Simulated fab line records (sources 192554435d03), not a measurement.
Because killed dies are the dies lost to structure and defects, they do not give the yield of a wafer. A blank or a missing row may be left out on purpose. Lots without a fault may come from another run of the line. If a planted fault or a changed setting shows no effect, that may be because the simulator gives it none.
Chamber matching + flow n5_finfet + rie_diel-02 running N5_FIN_SAQP_HM_OPEN_33: 4 sister chambers
The step chemistry CH3F/O2, target SiNx, target depth 49.4 nm, time 70.6 s. 8 wafers are shown with their chamber, then 9 later ones without.

## WAFERS WITH THEIR CHAMBER
| wafer  | chamber | drypump_motor_current_A (A) | showerhead_plenum_p_Torr (Torr) |
|--------|---------|-----------------------------|---------------------------------|
| L077.6 | 3       | 4.9                         | 2.02                            |
| L078.1 | 2       | 5.0                         | 1.93                            |
| L078.6 | 2       | 5.0                         | 1.93                            |
| L083.1 | 1       | 5.4                         | 1.97                            |
| L083.6 | 0       | 5.6                         | 2.01                            |
| L087.3 | 3       | 4.9                         | 2.01                            |
| L087.5 | 0       | 5.6                         | 2.00                            |
| L087.6 | 1       | 5.3                         | 1.97                            |

## WAFERS WITHOUT THEIR CHAMBER
| wafer  | drypump_motor_current_A (A) | showerhead_plenum_p_Torr (Torr) |
|--------|-----------------------------|---------------------------------|
| L092.1 | 5.6                         | 2.00                            |
| L092.3 | 5.0                         | 1.92                            |
| L092.6 | 4.9                         | 2.01                            |
| L094.1 | 5.0                         | 1.92                            |
| L094.2 | 4.9                         | 2.01                            |
| L094.3 | 5.4                         | 1.96                            |
| L096.1 | 4.9                         | 2.00                            |
| L096.3 | 5.0                         | 1.92                            |
| L096.5 | 5.4                         | 1.96                            |

## WHICH CHAMBER EACH WENT THROUGH
| wafer  | from the rows above | in truth |
|--------|---------------------|----------|
| L092.1 | 0                   | 0        |
| L092.3 | 2                   | 2        |
| L092.6 | 3                   | 3        |
| L094.1 | 2                   | 2        |
| L094.2 | 3                   | 3        |
| L094.3 | 1                   | 1        |
| L096.1 | 3                   | 3        |
| L096.3 | 2                   | 2        |
| L096.5 | 1                   | 1        |
Correct placement for 9 of the 9. Not placeable from these rows: 0. Number placed wrongly: 0.
How it was worked out, from the rows above alone: a wafer's distance from a chamber is the root of the sum, over the readings, of the square of ((its reading less the chamber's mean) divided by the reading's scatter). If the next closest chamber is less than 2 further off than the closest, the wafer can't be placed; otherwise it belongs to the closest. For every chamber, the mean is computed from those of its wafers that are shown. The scatter is the square root of a quotient: the sum, over the shown wafers, of each reading's squared deviation from its chamber's mean, divided by wafers minus chambers.
